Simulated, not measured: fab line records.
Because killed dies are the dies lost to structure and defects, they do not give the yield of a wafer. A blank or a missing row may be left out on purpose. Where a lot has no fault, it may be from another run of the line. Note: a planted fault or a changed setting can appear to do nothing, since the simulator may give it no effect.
fab line records | flow nand_harc
[record] lots = 11 | wafers = 33 | last_day = 33
route steps=1302 shown A_ZERO_WELL@411 A_ONON_D1@445 A_CHANNEL_HOLE_D1@465 END@1302
lots that met no fault: from a run of the same line without faults
start_h: hours from the record's first day to the start of the lot's first wafer shown | wait_h: hours elapsed since this lot's preceding step | " the same as in the row above | L1.1+2: a row that stands for several wafers | - either no value or no given start | * or withheld: withheld | < > ~ a bound
route shown NAME@n: a module of which the file shows steps, and the number in the route of the first | usual: the fault-free wafers' mean and standard deviation | same: alike in all rows | chamber/n: place in a boat | sites: the reading at each site | _std_site: the standard deviation of these | _edge_site: inner sites' mean taken away from outer sites' mean | radius_mm: for every site, how far away it sits from the centre of the wafer | mask NAME#n: copy n | behind: the tool/chamber that last shaped the wafer | hold: reason for holding the lot/hours on hold/outcome of the hold | device: the n, p or np transistor that did not switch | end of line: at the end of the route, the tests of the same wafers | a step with no rows: only its recipe | killed: dies lost to structure and defects at the first sort, not the wafer's yield | map: the dies of a wafer, with x for killed, . for not killed, _ for no die there
set.NAME: the setting that was run; set.NAME@STEP: the one run at that earlier step | model.NAME: the simulator's own value behind a step, which no gauge read
the route's steps for a sample of lots (tables are steps, rows are wafers)
services: a tool's chamber out of use, with start hour (start_h, from the record's first day; less than 0 if before it), hours out, and reason
[[steps]]
[step NHARC_A_ZERO_WELL_RTA_16]
[recipe] temp_c = 1000 | time_s = 10
[usual] lamp_power_pct = 29.39/0.062 | wafer_temp_C_max = 1006.7/2.2
lot.wafer | tool          | chamber | start_h | wait_h | lamp_power_pct | wafer_temp_C_max
L333.1    | rtp_anneal-02 | 0       | 147.08  | -      | 29.33          | 1005.5
L333.2    | "             | 0       | "       | "      | 29.35          | 1005.8
L333.5    | "             | 0       | "       | "      | 29.34          | 1004.8
L334.1    | rtp_anneal-02 | 0       | 159.03  | 0.1    | 29.31          | 1003.3
L334.3    | "             | 0       | "       | "      | 29.34          | 1005.3
L334.6    | "             | 0       | "       | "      | 29.36          | 1004.2
L335.1    | rtp_anneal-01 | 0       | 170.40  | 0.1    | 29.47          | 1008.8
L335.2    | "             | 0       | "       | "      | 29.39          | 1007.4
L335.5    | "             | 0       | "       | "      | 29.41          | 1009.3
L340.2    | rtp_anneal-01 | 0       | 220.57  | -      | 29.39          | 1006.1
L340.4    | "             | 0       | "       | "      | 29.47          | 1011.5
L340.6    | "             | 0       | "       | "      | 29.44          | 1006.6
L342.1    | rtp_anneal-02 | 0       | 241.88  | -      | 29.35          | 1003.4
L342.2    | "             | 0       | "       | "      | 29.36          | 1004.4
L342.3    | "             | 0       | "       | "      | 29.36          | 1005.5
L348.1    | rtp_anneal-01 | 0       | 307.35  | -      | 29.49          | 1008.1
L348.2    | "             | 0       | "       | "      | 29.45          | 1008.4
L348.3    | "             | 0       | "       | "      | 29.44          | 1009.8
L350.1    | rtp_anneal-02 | 0       | 319.66  | -      | 29.33          | 1005.2
L350.3    | "             | 0       | "       | "      | 29.35          | 1003.3
L350.5    | "             | 0       | "       | "      | 29.39          | 1006.3
L351.3    | rtp_anneal-02 | 0       | 329.18  | -      | 29.23          | 1003.8
L351.5    | "             | 0       | "       | "      | 29.36          | 1003.6
L351.6    | "             | 0       | "       | "      | 29.25          | 1003.6
L352.1    | rtp_anneal-02 | 0       | 344.55  | -      | 29.34          | 1007.4
L352.4    | "             | 0       | "       | "      | 29.33          | 1003.4
L352.5    | "             | 0       | "       | "      | 29.37          | 1005.0
L353.1    | rtp_anneal-01 | 0       | 348.19  | -      | 29.45          | 1010.2
L353.4    | "             | 0       | "       | "      | 29.46          | 1005.9
L353.5    | "             | 0       | "       | "      | 29.49          | 1006.9
L354.4    | rtp_anneal-01 | 0       | 361.57  | -      | 29.49          | 1005.9
L354.5    | "             | 0       | "       | "      | 29.45          | 1006.0
L354.6    | "             | 0       | "       | "      | 29.48          | 1007.3
[step NHARC_A_ONON_D1_THK_MEAS_30]
[recipe] thk_meas_gauge = ellipsometry
[usual] thk_nm = 998/12
lot.wafer | tool          | chamber | start_h | wait_h | thk_nm
L333.1    | film_metro-02 | -       | 182.51  | -      | 991
L333.2    | "             | -       | "       | "      | 994
L333.5    | "             | -       | "       | "      | 991
L334.1    | film_metro-01 | -       | 191.55  | -      | 1001
L334.3    | "             | -       | "       | "      | 1001
L334.6    | "             | -       | "       | "      | 1000
L335.1    | film_metro-01 | -       | 207.79  | -      | 982
L335.2    | "             | -       | "       | "      | 979
L335.5    | "             | -       | "       | "      | 981
L340.2    | film_metro-01 | -       | 255.47  | -      | 999
L340.4    | "             | -       | "       | "      | 1001
L340.6    | "             | -       | "       | "      | 1000
L342.1    | film_metro-01 | -       | 272.84  | -      | 1008
L342.2    | "             | -       | "       | "      | 1008
L342.3    | "             | -       | "       | "      | 1005
L348.1    | film_metro-01 | -       | 340.41  | -      | 1002
L348.2    | "             | -       | "       | "      | 1002
L348.3    | "             | -       | "       | "      | 1001
L350.1    | film_metro-02 | -       | 354.23  | -      | 1021
L350.3    | "             | -       | "       | "      | 1022
L350.5    | "             | -       | "       | "      | 1022
L351.3    | film_metro-02 | -       | 364.69  | -      | 986
L351.5    | "             | -       | "       | "      | 989
L351.6    | "             | -       | "       | "      | 988
L352.1    | film_metro-01 | -       | 378.34  | -      | 980
L352.4    | "             | -       | "       | "      | 979
L352.5    | "             | -       | "       | "      | 978
L353.1    | film_metro-01 | -       | 378.61  | -      | 1006
L353.4    | "             | -       | "       | "      | 1007
L353.5    | "             | -       | "       | "      | 1007
L354.4    | film_metro-01 | -       | 397.58  | -      | 993
L354.5    | "             | -       | "       | "      | 994
L354.6    | "             | -       | "       | "      | 992
[step NHARC_A_ONON_D1_DEP_33]
[recipe] target_thk_a = 2000 | temp_c = 400 | pressure_torr = 6.5 | rf_w = 900 | teos_flow_sccm = 161.4 | flow_sccm = 2650 | target_thk_nm = 200 | gas = O2 | material = SiO2
[usual] chamber_pressure_Torr = 6.500/0.015 | heater_power_w = 553/72 | mfc_precursor_sccm = 161.4/0.5 | showerhead_vpp_V = 1817/85 | throttle_valve_pct = 16.2/0.46
lot.wafer | tool     | chamber | start_h | wait_h | chamber_pressure_Torr | heater_power_w | mfc_precursor_sccm | showerhead_vpp_V | throttle_valve_pct
L333.1    | pecvd-01 | 2       | 182.61  | 0.1    | 6.507                 | 540            | 161.5              | 1925             | 15.9
L333.2    | "        | 0       | "       | "      | 6.506                 | 524            | 161.8              | 1856             | 15.8
L333.5    | "        | 0       | "       | "      | 6.505                 | 535            | 161.8              | 1822             | 15.8
L334.1    | pecvd-01 | 2       | 191.68  | 0.1    | 6.530                 | 537            | 161.4              | 1908             | 15.8
L334.3    | "        | 2       | "       | "      | 6.503                 | 552            | 161.6              | 1917             | 16.0
L334.6    | "        | 1       | "       | "      | 6.524                 | 530            | 161.6              | 1802             | 15.6
L335.1    | pecvd-01 | 0       | 207.84  | 0.1    | 6.537                 | 505            | 161.7              | 1817             | 15.8
L335.2    | "        | 2       | "       | "      | 6.526                 | 554            | 161.5              | 1906             | 15.8
L335.5    | "        | 0       | "       | "      | 6.521                 | 503            | 161.7              | 1807             | 16.0
L340.2    | pecvd-01 | 2       | 255.52  | 0.1    | 6.503                 | 474            | 135.6              | 1908             | 15.9
L340.4    | "        | 0       | "       | "      | 6.473                 | 447            | 161.1              | 1819             | 15.9
L340.6    | "        | 1       | "       | "      | 6.492                 | 449            | 161.1              | 1836             | 16.0
L342.2    | pecvd-01 | 2       | 272.90  | 0.1    | 6.502                 | 540            | 134.4              | 1940             | 15.6
L342.3    | "        | 0       | "       | "      | 6.505                 | 477            | 160.4              | 1821             | 16.0
L342.1    | "        | 1       | "       | "      | 6.497                 | 450            | 161.9              | 1803             | 15.6
L348.2    | pecvd-02 | 2       | 340.47  | 0.1    | 6.516                 | 597            | 161.4              | 1778             | 16.0
L348.3    | "        | 0       | "       | "      | 6.491                 | 521            | 161.7              | 1825             | 16.7
L348.1    | "        | 1       | "       | "      | 6.481                 | 572            | 161.2              | 1732             | 16.8
L350.3    | pecvd-03 | 2       | 354.28  | 0.1    | 6.487                 | 561            | 161.6              | 1731             | 16.4
L350.1    | "        | 0       | "       | "      | 6.484                 | 663            | 161.2              | 1701             | 16.0
L350.5    | "        | 2       | "       | "      | 6.477                 | 576            | 161.6              | 1748             | 16.4
L351.3    | pecvd-02 | 0       | 364.84  | 0.1    | 6.505                 | 648            | 161.3              | 1845             | 16.7
L351.5    | "        | 0       | "       | "      | 6.506                 | 492            | 161.0              | 1785             | 16.5
L351.6    | "        | 1       | "       | "      | 6.479                 | 716            | 160.3              | 1731             | 17.0
L352.1    | pecvd-02 | 2       | 378.40  | 0.1    | 6.507                 | 510            | 160.8              | 1750             | 16.1
L352.4    | "        | 2       | "       | "      | 6.515                 | 504            | 161.3              | 1793             | 16.2
L352.5    | "        | 1       | "       | "      | 6.526                 | 681            | 161.2              | 1720             | 17.2
L353.1    | pecvd-01 | 1       | 378.72  | 0.1    | 6.507                 | 530            | 161.9              | 1798             | 15.4
L353.5    | "        | 2       | "       | "      | 6.501                 | 486            | 160.9              | 1905             | 16.1
L353.4    | "        | 0       | "       | "      | 6.482                 | 469            | 160.9              | 1812             | 15.8
L354.5    | pecvd-02 | 1       | 397.77  | 0.2    | 6.480                 | 646            | 161.3              | 1777             | 17.2
L354.6    | "        | 2       | "       | "      | 6.535                 | 511            | 161.2              | 1754             | 16.0
L354.4    | "        | 0       | "       | "      | 6.479                 | 629            | 160.2              | 1814             | 16.6
[step NHARC_A_ONON_D1_THK_MEAS_34]
[recipe] thk_meas_gauge = ellipsometry
[usual] thk_nm = 201/3.2
lot.wafer | tool          | chamber | start_h | wait_h | hold                     | thk_nm
L333.1    | film_metro-02 | -       | 182.98  | -      | -                        | 198
L333.2    | "             | -       | "       | "      | -                        | 204
L333.5    | "             | -       | "       | "      | -                        | 204
L334.1    | film_metro-02 | -       | 192.16  | 0.4    | -                        | 197
L334.3    | "             | -       | "       | "      | -                        | 200
L334.6    | "             | -       | "       | "      | -                        | 199
L335.1    | film_metro-02 | -       | 208.26  | -      | -                        | 201
L335.2    | "             | -       | "       | "      | -                        | 196
L335.5    | "             | -       | "       | "      | -                        | 204
L340.2    | film_metro-01 | -       | 255.94  | -      | await_dispo/0.2h/release | 166
L340.4    | "             | -       | "       | "      | await_dispo/0.2h/release | 205
L340.6    | "             | -       | "       | "      | await_dispo/0.2h/release | 200
L340.2    | film_metro-01 | -       | 256.11  | 0.2    | -                        | 166
L340.4    | "             | -       | "       | "      | -                        | 204
L340.6    | "             | -       | "       | "      | -                        | 199
L342.1    | film_metro-01 | -       | 273.31  | -      | await_dispo/0.2h/release | 204
L342.2    | "             | -       | "       | "      | await_dispo/0.2h/release | 170
L342.3    | "             | -       | "       | "      | await_dispo/0.2h/release | 203
L342.1    | film_metro-01 | -       | 273.48  | 0.2    | -                        | 205
L342.2    | "             | -       | "       | "      | -                        | 169
L342.3    | "             | -       | "       | "      | -                        | 203
L348.1    | film_metro-02 | -       | 340.88  | -      | -                        | 197
L348.2    | "             | -       | "       | "      | -                        | 197
L348.3    | "             | -       | "       | "      | -                        | 196
L350.1    | film_metro-02 | -       | 354.69  | -      | -                        | 199
L350.3    | "             | -       | "       | "      | -                        | 199
L350.5    | "             | -       | "       | "      | -                        | 202
L351.3    | film_metro-01 | -       | 365.26  | -      | -                        | 198
L351.5    | "             | -       | "       | "      | -                        | 197
L351.6    | "             | -       | "       | "      | -                        | 197
L352.1    | film_metro-01 | -       | 378.82  | -      | -                        | 201
L352.4    | "             | -       | "       | "      | -                        | 205
L352.5    | "             | -       | "       | "      | -                        | 197
L353.1    | film_metro-01 | -       | 379.13  | -      | -                        | 203
L353.4    | "             | -       | "       | "      | -                        | 206
L353.5    | "             | -       | "       | "      | -                        | 202
L354.4    | film_metro-01 | -       | 398.05  | -      | -                        | 199
L354.5    | "             | -       | "       | "      | -                        | 198
L354.6    | "             | -       | "       | "      | -                        | 200
[step NHARC_A_CHANNEL_HOLE_D1_DESCUM_15]
[recipe] time_s = 3 | o2_flow_sccm = 200 | ar_flow_sccm = 0 | bias_power_w = 0 | chemistry = O2
[usual] chamber_pressure_mTorr = 60.00/0.057 | drypump_motor_current_A = 5.9/0.48 | oes_product_au = 0.999/0.012 | rf_vpp_V = 57.6/0.85 | showerhead_plenum_p_Torr = 1.89/0.067 | throttle_valve_pct = 11.311/0.0099
lot.wafer | tool        | chamber | start_h | wait_h | chamber_pressure_mTorr | drypump_motor_current_A | oes_product_au | rf_hours_counter_h | rf_vpp_V | showerhead_plenum_p_Torr | throttle_valve_pct
L333.2    | rie_diel-03 | 3       | 185.97  | 0.1    | 60.02                  | 6.2                     | 0.985          | 7                  | 55.9     | 1.92                     | 11.313
L333.1    | "           | 0       | "       | "      | 60.03                  | 5.7                     | 0.982          | 6                  | 58.7     | 1.82                     | 11.312
L333.5    | "           | 3       | "       | "      | 60.05                  | 6.2                     | 0.981          | -                  | 58.0     | 1.92                     | 11.320
L334.3    | rie_diel-07 | 1       | 198.41  | 0.1    | 60.01                  | 6.3                     | 1.001          | 28                 | 58.2     | 1.98                     | 11.309
L334.1    | "           | 2       | "       | "      | 59.93                  | 6.2                     | 0.995          | 28                 | 55.8     | 1.89                     | 11.319
L334.6    | "           | 3       | "       | "      | 59.89                  | 5.0                     | 0.994          | -                  | 57.2     | 1.92                     | 11.299
L335.2    | rie_diel-03 | 2       | 212.46  | 0.1    | 59.96                  | 5.9                     | 1.014          | 8                  | 57.9     | 1.81                     | 11.310
L335.1    | "           | 1       | "       | "      | 60.01                  | 6.7                     | 0.987          | 7                  | 57.9     | 1.95                     | 11.314
L335.5    | "           | 3       | "       | "      | 60.08                  | 6.2                     | 0.987          | -                  | 57.7     | 1.92                     | 11.304
L340.2    | rie_diel-03 | 3       | 261.82  | 0.1    | 59.93                  | 6.2                     | 0.991          | 13                 | 56.7     | 1.92                     | 11.311
L340.4    | "           | 2       | "       | "      | 60.01                  | 5.9                     | 1.015          | -                  | 57.6     | 1.81                     | 11.309
L340.6    | "           | 3       | "       | "      | 60.03                  | 6.2                     | 0.990          | -                  | 57.5     | 1.91                     | 11.317
L342.3    | rie_diel-07 | 3       | 281.98  | 0.6    | 59.90                  | 4.9                     | 1.005          | 48                 | 57.0     | 1.91                     | 11.311
L342.1    | "           | 0       | "       | "      | 60.01                  | 5.6                     | 0.987          | 43                 | 59.9     | 2.01                     | 11.325
L342.2    | "           | 1       | "       | "      | 60.00                  | 6.3                     | 0.996          | 50                 | 58.6     | 1.98                     | 11.300
L348.3    | rie_diel-03 | 1       | 344.02  | 0.1    | 60.00                  | 6.6                     | 1.001          | 4                  | 58.6     | 1.94                     | 11.322
L348.1    | "           | 3       | "       | "      | 60.11                  | 6.2                     | 0.979          | 4                  | 58.0     | 1.91                     | 11.283
L348.2    | "           | 0       | "       | "      | 59.98                  | 5.7                     | 0.992          | 4                  | 56.7     | 1.81                     | 11.323
L350.1    | rie_diel-07 | 3       | 357.67  | 0.1    | 59.98                  | 5.0                     | 1.016          | 14                 | 58.1     | 1.90                     | 11.291
L350.3    | "           | 1       | "       | "      | 59.97                  | 6.3                     | 1.000          | 26                 | 58.0     | 1.97                     | 11.310
L350.5    | "           | 3       | "       | "      | 59.96                  | 5.0                     | 1.012          | -                  | 57.1     | 1.90                     | 11.313
L351.3    | rie_diel-03 | 1       | 368.28  | 0.1    | 59.90                  | 6.6                     | 1.003          | 6                  | 57.0     | 1.94                     | 11.297
L351.6    | "           | 0       | "       | "      | 59.93                  | 5.7                     | 0.987          | -                  | 57.0     | 1.81                     | 11.309
L351.5    | "           | 1       | "       | "      | 60.00                  | 6.7                     | 0.995          | -                  | 58.2     | 1.94                     | 11.304
L352.1    | rie_diel-03 | 2       | 383.63  | 0.1    | 59.91                  | 5.9                     | 0.998          | 7                  | 57.8     | 1.80                     | 11.316
L352.4    | "           | 3       | "       | "      | 60.09                  | 6.2                     | 0.969          | 7                  | 57.2     | 1.91                     | 11.308
L352.5    | "           | 1       | "       | "      | 60.01                  | 6.6                     | 1.013          | -                  | 57.6     | 1.94                     | 11.296
L353.4    | rie_diel-03 | 0       | 384.95  | 0.1    | 59.98                  | 5.7                     | 0.993          | 8                  | 57.2     | 1.81                     | 11.314
L353.1    | "           | 3       | "       | "      | 59.90                  | 6.2                     | 0.973          | 8                  | 57.3     | 1.91                     | 11.308
L353.5    | "           | 0       | "       | "      | 59.92                  | 5.7                     | 0.985          | -                  | 57.3     | 1.81                     | 11.316
L354.6    | rie_diel-03 | 2       | 400.97  | 0.1    | 59.99                  | 5.9                     | 0.986          | -                  | 56.9     | 1.80                     | 11.300
L354.4    | "           | 0       | "       | "      | 60.06                  | 5.7                     | 0.984          | -                  | 56.7     | 1.81                     | 11.298
L354.5    | "           | 1       | "       | "      | 60.04                  | 6.7                     | 0.989          | -                  | 57.9     | 1.94                     | 11.302
[step NHARC_END_SORT_01]
[recipe] temp_c = 25
[usual] killed_at_array = 55/17 | killed_at_other = 0.9/1.2 | killed_at_periphery = 3.7/2.5 | killed_dies = 59/18 | killed_open = 3.4/1.9 | killed_short = 2.6/1.6
[same] gross_dies = 677
lot.wafer | tool      | chamber | start_h | wait_h | killed_at_array | killed_at_other | killed_at_periphery | killed_dies | killed_open | killed_short
L334.1    | prober-01 | 0       | 572.71  | 2.6    | 38              | 2               | 8                   | 48          | 6           | 4
L334.3    | prober-01 | 0       | 574.31  | 3.1    | 44              | 1               | 8                   | 53          | 1           | 1
L334.6    | prober-01 | 0       | 576.70  | 4.0    | 35              | 0               | 4                   | 39          | 3           | 3
L335.1    | prober-01 | 0       | 631.66  | 2.5    | 61              | 2               | 6                   | 69          | 4           | 0
L335.2    | prober-01 | 0       | 632.45  | 2.8    | 57              | 4               | 6                   | 67          | 3           | 0
L335.5    | prober-01 | 0       | 634.83  | 3.7    | 56              | 4               | 3                   | 63          | 0           | 2
L340.2    | prober-02 | 0       | 644.38  | 2.8    | 30              | 1               | 1                   | 32          | 2           | 1
L340.4    | prober-02 | 0       | 645.98  | 3.4    | 31              | 1               | 3                   | 35          | 2           | 1
L340.6    | prober-02 | 0       | 647.57  | 4.0    | 25              | 3               | 0                   | 28          | 4           | 1
L342.3    | prober-02 | 0       | 667.10  | 3.1    | 29              | 0               | 3                   | 32          | 3           | 1
// killed by level:class
L334.1 A_SLIT:chamber_film_flake=18 A_CHANNEL_HOLE_D2:chamber_film_flake=7 P_M0:geometric_particle:open=3 P_ZERO_WELL:chamber_film_flake=2 P_M0:chamber_film_flake=2 A_STAIRCASE:chamber_film_flake=2 A_WL_FILL:chamber_film_flake=2 A_CONTACT:chamber_film_flake=2
L334.3 A_SLIT:chamber_film_flake=28 A_CHANNEL_HOLE_D2:chamber_film_flake=8 P_M0:chamber_film_flake=5 A_CONTACT:chamber_film_flake=3 P_ZERO_WELL:chamber_film_flake=2 A_WL_FILL:chamber_film_flake=2 P_M0:geometric_particle:open=1 A_CHANNEL_FILL_D1:geometric_particle:short=1
L334.6 A_SLIT:chamber_film_flake=16 A_CHANNEL_HOLE_D1:chamber_film_flake=4 A_CHANNEL_HOLE_D2:chamber_film_flake=4 A_WL_FILL:chamber_film_flake=4 P_CONTACT:geometric_particle:open=2 A_WL_FILL:geometric_particle:short=2 A_CONTACT:chamber_film_flake=2 A_ONON_D2:geometric_particle:short=1
L335.1 A_CHANNEL_HOLE_D2:chamber_film_flake=31 A_SLIT:chamber_film_flake=17 A_STAIRCASE:chamber_film_flake=4 A_CHANNEL_HOLE_D1:chamber_film_flake=3 A_CONTACT:chamber_film_flake=3 P_M1:chamber_film_flake=2 THIN_TSV:chamber_film_flake=2 P_M0:geometric_particle:open=1
L335.2 A_CHANNEL_HOLE_D2:chamber_film_flake=25 A_SLIT:chamber_film_flake=23 A_STAIRCASE:chamber_film_flake=4 THIN_TSV:chamber_film_flake=4 P_M1:chamber_film_flake=2 P_CONTACT:geometric_particle:open=1 P_BONDPAD:geometric_particle:open=1 A_DECK1_JOINT:geometric_particle:open=1
L335.5 A_CHANNEL_HOLE_D2:chamber_film_flake=24 A_SLIT:chamber_film_flake=22 THIN_TSV:chamber_film_flake=4 P_M1:chamber_film_flake=2 A_CHANNEL_HOLE_D1:chamber_film_flake=2 A_DECK1_JOINT:chamber_film_flake=2 A_STAIRCASE:chamber_film_flake=2 A_CONTACT:chamber_film_flake=2
L340.2 A_CHANNEL_HOLE_D2:chamber_film_flake=15 A_BONDPAD:chamber_film_flake=5 A_CHANNEL_FILL_D2:chamber_film_flake=2 A_STAIRCASE:chamber_film_flake=2 A_ONON_D1:geometric_particle:open=1 A_CHANNEL_HOLE_D1:geometric_particle:open=1 A_CHANNEL_FILL_D1:geometric_particle:short=1 P_STI:chamber_film_flake=1
L340.4 A_CHANNEL_HOLE_D2:chamber_film_flake=14 A_BONDPAD:chamber_film_flake=5 A_CHANNEL_HOLE_D1:chamber_film_flake=3 A_CHANNEL_FILL_D2:chamber_film_flake=3 P_M2:chamber_film_flake=2 A_STAIRCASE:chamber_film_flake=2 A_CONTACT:chamber_film_flake=2 P_STI:geometric_particle:open=1
L340.6 A_CHANNEL_HOLE_D2:chamber_film_flake=10 THIN_TSV:chamber_film_flake=3 A_CHANNEL_HOLE_D1:chamber_film_flake=2 A_CHANNEL_FILL_D2:chamber_film_flake=2 A_STAIRCASE:chamber_film_flake=2 A_SLIT:chamber_film_flake=2 A_BONDPAD:chamber_film_flake=2 A_ONON_D1:geometric_particle:short=1
L342.3 A_CHANNEL_HOLE_D2:chamber_film_flake=10 A_CHANNEL_HOLE_D1:chamber_film_flake=8 A_ZERO_WELL:chamber_film_flake=3 A_SLIT:chamber_film_flake=3 A_STAIRCASE:chamber_film_flake=2 P_CONTACT:geometric_particle:open=1 A_CONTACT:geometric_particle:open=1 A_BLC:geometric_particle:open=1
[[services]]
tool          | chamber | start_h | hours | kind
pecvd-01      | -       | 130.07  | 13.0  | pm
rie_diel-03   | 0       | 137.80  | -     | clean
rie_diel-03   | 1       | 137.80  | -     | clean
pecvd-02      | -       | 159.09  | 4.6   | repair
pecvd-03      | -       | 171.81  | 2.4   | repair
pecvd-03      | -       | 182.29  | 1.9   | repair
pecvd-01      | 0       | 184.37  | 8.9   | repair
pecvd-03      | -       | 185.00  | 13.0  | pm
pecvd-02      | -       | 200.95  | 1.0   | repair
pecvd-01      | -       | 213.58  | 1.0   | repair
pecvd-02      | -       | 227.01  | 13.0  | pm
rie_diel-07   | -       | 230.26  | 0.6   | repair
rie_diel-03   | 1       | 261.03  | 3.5   | repair
pecvd-02      | -       | 280.02  | 1.1   | repair
rie_diel-03   | -       | 281.30  | 9.0   | pm
rie_diel-07   | -       | 294.20  | 9.0   | pm
pecvd-02      | 2       | 298.20  | 31.8  | repair
pecvd-01      | -       | 311.07  | 13.0  | pm
pecvd-02      | 1       | 316.83  | 7.1   | repair
rie_diel-07   | 3       | 334.27  | 14.8  | repair
pecvd-03      | -       | 366.00  | 13.0  | pm
rtp_anneal-01 | -       | 372.00  | 12.0  | pm
rie_diel-07   | -       | 377.09  | 0.3   | repair
rie_diel-03   | 3       | 397.24  | 11.7  | repair
[[key]]
[first_sign] step = NHARC_A_ONON_D1_DEP_33 | reading = mfc_precursor_sccm | direction = down | sigmas = 53 | usual = 161.4 | struck = 135.0
[effect] step = NHARC_A_ONON_D1_THK_MEAS_34 | reading = visit | direction = added
[effect] step = NHARC_A_ONON_D1_THK_MEAS_34 | reading = thk_nm | direction = down | sigmas = 10 | usual = 201 | struck = 168
met_at NHARC_A_ONON_D1_DEP_33
struck_lots L340,L342
struck_wafers L340.2,L342.2
tester_left_out L340,L342
not_acting_at NHARC_A_ZERO_WELL_RTA_16,NHARC_A_ONON_D1_THK_MEAS_30,NHARC_A_CHANNEL_HOLE_D1_DESCUM_15
onset_between 207.84 255.52
[fault] kind = process_parameter_drift | tool = pecvd-01 | chamber = 2 | onset_h = 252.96 | steps = NHARC_A_ONON_D1_DEP_33 | channel = teos_flow_sccm | offset = * | shape = step | end_h = 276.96 | acts_in = * | stated = *
// tester_left_out: of these lots the tester's yield and bins aren't shown, on N5 and GAA mostly nor the transistor test; their killed dies are dies lost to structure and defects alone, not to doping, threshold or leakage, so they don't give the yield
